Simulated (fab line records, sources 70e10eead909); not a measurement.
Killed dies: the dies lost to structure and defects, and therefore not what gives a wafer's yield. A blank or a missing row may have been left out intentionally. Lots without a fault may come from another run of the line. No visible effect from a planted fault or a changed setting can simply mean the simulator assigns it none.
Which tool was responsible?    flow nandHarc    72 wafers from 24 lots sampled at 5 of the route's 1302 steps

WHAT THE GAUGES READ, wafer by wafer
NHARC_A_DECK1_JOINT_THK_MEAS_14: measures by ellipsometry. Usual: thkNm reads 50.9 nm (standard deviation 1.4).
lot   measured      on            thkNm (nm)      flag
L074  day 11 07:11  filmMetro-02  51.9 50.0 53.1  
L075  day 11 07:11  filmMetro-01  50.4 51.9 48.3  
L076  day 12 11:57  filmMetro-01  51.5 49.7 50.5  
L077  day 12 11:57  filmMetro-01  49.9 49.3 50.4  
L078  day 13 00:13  filmMetro-01  52.2 50.7 50.2  
L079  day 13 00:13  filmMetro-01  49.9 49.0 51.0  
L080  day 13 15:32  filmMetro-02  51.3 50.7 51.5  
L082  day 14 11:39  filmMetro-01  51.9 49.9 54.5  
L081  day 14 11:39  filmMetro-02  49.7 52.4 53.6  
L083  day 14 22:47  filmMetro-02  50.5 50.2 52.3  
L084  day 15 02:58  filmMetro-02  50.0 48.6 52.7  
L085  day 16 02:15  filmMetro-02  48.9 49.9 51.9  
L086  day 16 08:02  filmMetro-02  49.4 50.7 49.8  
L087  day 17 01:53  filmMetro-01  50.9 51.9 51.2  
L088  day 17 09:21  filmMetro-02  51.5 52.3 52.4  
L089  day 17 09:21  filmMetro-01  51.7 49.7 49.2  
L090  day 18 09:10  filmMetro-01  48.3 50.3 50.8  
L091  day 18 09:10  filmMetro-02  50.8 52.8 49.8  
L092  day 18 16:30  filmMetro-02  51.9 50.0 50.0  
L094  day 19 11:28  filmMetro-01  49.4 50.6 50.3  
L093  day 19 11:28  filmMetro-02  54.1 52.0 51.1  
L095  day 20 06:52  filmMetro-01  52.1 53.7 50.0  
L096  day 20 09:56  filmMetro-01  52.1 50.0 49.8  
L097  day 21 06:03  filmMetro-02  50.6 53.1 50.9  

NHARC_A_CHANNEL_FILL_D2_INSPECT_13. Usual: rawDefectCount reads 360 (standard deviation 130).
lot   measured      on                rawDefectCount  flag
L074  day 15 10:01  defectInspect-01  472 482 374     
L075  day 15 18:39  defectInspect-02  364 387 389     
L076  day 16 19:00  defectInspect-02  479 517 651     
L077  day 16 18:50  defectInspect-01  269 222 293     
L078  day 17 05:09  defectInspect-01  253 221 293     
L079  day 17 05:13  defectInspect-02  385 398 464     
L080  day 17 19:47  defectInspect-01  222 395 312     
L082  day 18 07:58  defectInspect-02  462 340 520     
L081  day 18 19:17  defectInspect-01  251 261 284     
L083  day 19 07:18  defectInspect-01  402 325 302     
L084  day 19 14:19  defectInspect-02  355 230 249     
L085  day 20 05:02  defectInspect-01  372 430 400     
L086  day 20 09:59  defectInspect-01  327 435 311     
L087  day 21 06:43  defectInspect-01  231 220 233     
L088  day 21 17:43  defectInspect-02  475 285 561     
L089  day 21 17:32  defectInspect-02  336 343 499     
L090  day 22 11:03  defectInspect-01  439 391 369     
L091  day 22 20:57  defectInspect-02  228 374 203     
L092  day 22 20:56  defectInspect-02  258 234 394     
L094  day 23 16:53  defectInspect-02  443 253 389     
L093  day 23 16:58  defectInspect-01  349 260 280     
L095  day 24 15:52  defectInspect-01  218 308 213     
L096  day 24 12:07  defectInspect-02  508 369 252     
L097  day 25 11:53  defectInspect-01  351 198 256     

EACH LOT AND THE TOOL THAT RAN IT (in order: tool; ch and the chambers of the sampled wafers; start)
lot   NHARC_A_CHANNEL_HOLE_D1_ETCH_25  NHARC_A_CHANNEL_HOLE_D2_ETCH_20  NHARC_A_CHANNEL_FILL_D2_ALD_02
L074  harEtch-02 ch 1, day 8 15:43     harEtch-01 ch 0,1, day 13 04:40  aldHk-04 ch 0,1,2, day 13 10:27
L075  harEtch-02 ch 0,1, day 8 20:57   harEtch-02 ch 1, day 13 05:53    aldHk-04 ch 0,2,3, day 13 16:32
L076  harEtch-02 ch 0,1, day 9 22:08   harEtch-02 ch 0,1, day 14 12:11  aldHk-02 ch 1,2,3, day 14 18:04
L077  harEtch-01 ch 0,1, day 10 00:24  harEtch-01 ch 0,1, day 14 13:13  aldHk-02 ch 0,1, day 14 19:05
L078  harEtch-01 ch 0,1, day 10 10:51  harEtch-01 ch 0,1, day 14 21:29  aldHk-04 ch 1,2, day 15 03:27
L079  harEtch-02 ch 0,1, day 10 11:16  harEtch-02 ch 0,1, day 14 20:28  aldHk-04 ch 1,2,3, day 15 02:16
L080  harEtch-01 ch 0,1, day 11 01:14  harEtch-02 ch 0,1, day 15 13:25  aldHk-04 ch 0,1, day 15 19:13
L082  harEtch-02 ch 0,1, day 11 21:28  harEtch-02 ch 0,1, day 16 03:13  aldHk-02 ch 1,2,3, day 16 09:02
L081  harEtch-01 ch 0,1, day 11 21:58  harEtch-01 ch 0,1, day 16 07:35  aldHk-04 ch 1,2, day 16 13:29
L083  harEtch-02 ch 0,1, day 12 09:31  harEtch-01 ch 0,1, day 17 01:16  aldHk-01 ch 1,2,3, day 17 07:06
L084  harEtch-01 ch 0,1, day 12 09:37  harEtch-01 ch 0,1, day 17 05:27  aldHk-04 ch 0,2, day 17 11:14
L085  harEtch-01 ch 0,1, day 13 11:32  harEtch-01 ch 0,1, day 17 21:45  aldHk-02 ch 0,1, day 18 03:31
L086  harEtch-01 ch 0,1, day 13 15:58  harEtch-02 ch 0,1, day 18 00:41  aldHk-02 ch 0,1, day 18 06:58
L087  harEtch-01 ch 0,1, day 14 08:58  harEtch-02 ch 0,1, day 18 23:01  aldHk-02 ch 0,3, day 19 05:58
L088  harEtch-02 ch 0,1, day 14 19:05  harEtch-01 ch 0,1, day 19 10:17  aldHk-04 ch 0,2,3, day 19 16:05
L089  harEtch-01 ch 0,1, day 14 20:04  harEtch-02 ch 0,1, day 19 11:08  aldHk-02 ch 0,1,3, day 19 16:54
L090  harEtch-02 ch 0,1, day 15 11:56  harEtch-01 ch 0,1, day 20 05:02  aldHk-01 ch 0,3, day 20 11:20
L091  harEtch-01 ch 0,1, day 15 13:49  harEtch-02 ch 0,1, day 20 08:25  aldHk-02 ch 1,2, day 20 14:10
L092  harEtch-01 ch 0,1, day 15 22:17  harEtch-01 ch 1, day 20 09:10    aldHk-01 ch 0,2,3, day 20 15:07
L094  harEtch-01 ch 0,1, day 16 19:56  harEtch-02 ch 0,1, day 21 07:19  aldHk-02 ch 2,3, day 21 13:02
L093  harEtch-01 ch 0,1, day 17 00:16  harEtch-01 ch 0,1, day 21 08:17  aldHk-01 ch 0,1,2, day 21 14:14
L095  harEtch-01 ch 0,1, day 17 16:10  harEtch-02 ch 0,1, day 22 00:27  aldHk-02 ch 0,3, day 22 06:15
L096  harEtch-02 ch 0,1, day 17 20:36  harEtch-01 ch 0,1, day 22 00:51  aldHk-04 ch 0,1,2, day 22 06:41
L097  harEtch-01 ch 0,1, day 18 16:25  harEtch-02 ch 0,1, day 23 05:35  aldHk-02 ch 0,2, day 23 11:23
- NHARC_A_CHANNEL_HOLE_D1_ETCH_25: etches the open film in C4F8/O2/Ar, time 1040.2 s, target depth 1500 nm.
- NHARC_A_CHANNEL_HOLE_D2_ETCH_20: etches the open film in C4F8/O2/Ar, time 361.9 s, target depth 1600 nm.
- NHARC_A_CHANNEL_FILL_D2_ALD_02: deposits SiO2, target thk 6 nm, pulse time 10 s, ald cycles 60.

WHAT THE TOOLS THEMSELVES READ (means of the sampled wafers that have a number; where no wafer has one, the mark that the record gives instead)
NHARC_A_CHANNEL_HOLE_D1_ETCH_25. Usual: drypumpMotorCurrentA 5.93 A, standard deviation 0.15; o2FlowSccm 31.20 sccm, standard deviation 0.094; showerheadPlenumPTorr 3.60 Torr, standard deviation 0.13; throttleValvePct 32.236 %, standard deviation 0.0091.
lot   tool        drypumpMotorCurrentA (A)  o2FlowSccm (sccm)  showerheadPlenumPTorr (Torr)  throttleValvePct (%)  flag
L074  harEtch-02  5.66                      31.22              3.68                          32.240                
L075  harEtch-02  5.73                      31.19              3.59                          32.231                
L076  harEtch-02  5.71                      31.24              3.58                          32.238                
L077  harEtch-01  6.03                      31.18              3.59                          32.230                
L078  harEtch-01  6.03                      31.24              3.66                          32.238                
L079  harEtch-02  5.82                      31.13              3.50                          32.232                
L080  harEtch-01  6.02                      31.12              3.65                          32.225                
L082  harEtch-02  5.80                      31.11              3.49                          32.236                
L081  harEtch-01  6.03                      31.10              3.58                          32.240                
L083  harEtch-02  5.74                      31.10              3.56                          32.237                
L084  harEtch-01  6.06                      31.22              3.58                          32.242                
L085  harEtch-01  6.05                      31.19              3.57                          32.223                
L086  harEtch-01  6.01                      31.24              3.63                          32.239                
L087  harEtch-01  6.04                      31.28              3.56                          32.235                
L088  harEtch-02  5.73                      31.12              3.73                          32.250                
L089  harEtch-01  6.04                      31.20              3.62                          32.234                
L090  harEtch-02  5.72                      31.27              3.73                          32.236                
L091  harEtch-01  6.05                      31.20              3.55                          32.242                
L092  harEtch-01  6.04                      31.18              3.55                          32.240                
L094  harEtch-01  5.99                      31.20              3.61                          32.241                
L093  harEtch-01  6.02                      31.25              3.61                          32.246                
L095  harEtch-01  6.04                      31.11              3.53                          32.236                
L096  harEtch-02  5.74                      31.28              3.71                          32.232                
L097  harEtch-01  6.04                      31.24              3.59                          32.243                

NHARC_A_CHANNEL_HOLE_D2_ETCH_20. Usual: drypumpMotorCurrentA 5.88 A, standard deviation 0.16; o2FlowSccm 35.72 sccm, standard deviation 0.1; showerheadPlenumPTorr 3.66 Torr, standard deviation 0.15; throttleValvePct 32.155 %, standard deviation 0.0085.
lot   tool        drypumpMotorCurrentA (A)  o2FlowSccm (sccm)  showerheadPlenumPTorr (Torr)  throttleValvePct (%)  flag
L074  harEtch-01  6.02                      35.67              3.64                          32.149                
L075  harEtch-02  5.64                      35.78              3.65                          32.148                
L076  harEtch-02  5.70                      35.75              3.74                          32.151                
L077  harEtch-01  6.01                      35.69              3.63                          32.151                
L078  harEtch-01  6.03                      35.63              3.56                          32.156                
L079  harEtch-02  5.71                      35.63              3.74                          32.158                
L080  harEtch-02  5.72                      35.60              3.73                          32.154                
L082  harEtch-02  5.79                      35.82              3.82                          32.155                
L081  harEtch-01  6.04                      35.79              3.55                          32.159                
L083  harEtch-01  6.05                      35.74              3.55                          32.162                
L084  harEtch-01  6.01                      35.81              3.61                          32.156                
L085  harEtch-01  6.05                      35.78              3.54                          32.157                
L086  harEtch-02  5.79                      35.69              3.81                          32.158                
L087  harEtch-02  5.80                      35.71              3.80                          32.169                
L088  harEtch-01  6.04                      35.71              3.53                          32.151                
L089  harEtch-02  5.78                      35.59              3.80                          32.165                
L090  harEtch-01  6.04                      35.69              3.52                          32.150                
L091  harEtch-02  5.71                      35.76              3.70                          32.150                
L092  harEtch-01  6.07                      35.73              3.46                          32.156                
L094  harEtch-02  5.72                      35.72              3.69                          32.159                
L093  harEtch-01  6.03                      35.69              3.51                          32.159                
L095  harEtch-02  5.76                      35.76              3.78                          32.160                
L096  harEtch-01  6.04                      35.77              3.51                          32.161                
L097  harEtch-02  5.70                      35.74              3.68                          32.151                

NHARC_A_CHANNEL_FILL_D2_ALD_02. Usual: heaterPowerW 472 W, standard deviation 41; precursorPulseHeightRel 0.996, standard deviation 0.02.
lot   tool      heaterPowerW (W)  precursorPulseHeightRel  flag
L074  aldHk-04  453               1.011                    
L075  aldHk-04  459               1.009                    
L076  aldHk-02  471               0.996                    
L077  aldHk-02  472               1.019                    
L078  aldHk-04  418               0.994                    
L079  aldHk-04  438               0.984                    
L080  aldHk-04  445               1.010                    
L082  aldHk-02  481               0.980                    
L081  aldHk-04  424               0.997                    
L083  aldHk-01  491               0.977                    
L084  aldHk-04  490               0.990                    
L085  aldHk-02  473               0.977                    
L086  aldHk-02  482               0.989                    
L087  aldHk-02  459               1.016                    
L088  aldHk-04  472               1.000                    
L089  aldHk-02  469               0.979                    
L090  aldHk-01  452               0.982                    
L091  aldHk-02  479               0.976                    
L092  aldHk-01  457               0.988                    
L094  aldHk-02  479               0.994                    
L093  aldHk-01  486               1.001                    
L095  aldHk-02  479               0.987                    
L096  aldHk-04  462               0.993                    
L097  aldHk-02  504               1.000                    

THE ANSWER, worked out from the rows above alone
Rule: take the mean of a lot's wafers that have a number; if it is more than 3 standard deviations from the usual mean, the lot is off. Also off: a lot with no number at a reading for which 4 or more lots have one. The other lots that the step has rows for count as sound. After the gauges, taken in route order, come the tools' own readings; for these a lot's mean is taken, as printed above. The first step at which some lot is off is used, and at that step the reading that is off furthest; a lot without a number counts as furthest.
None of the lots is off at any reading shown; this tells nothing.

WHAT THE SIMULATOR HAD PUT IN
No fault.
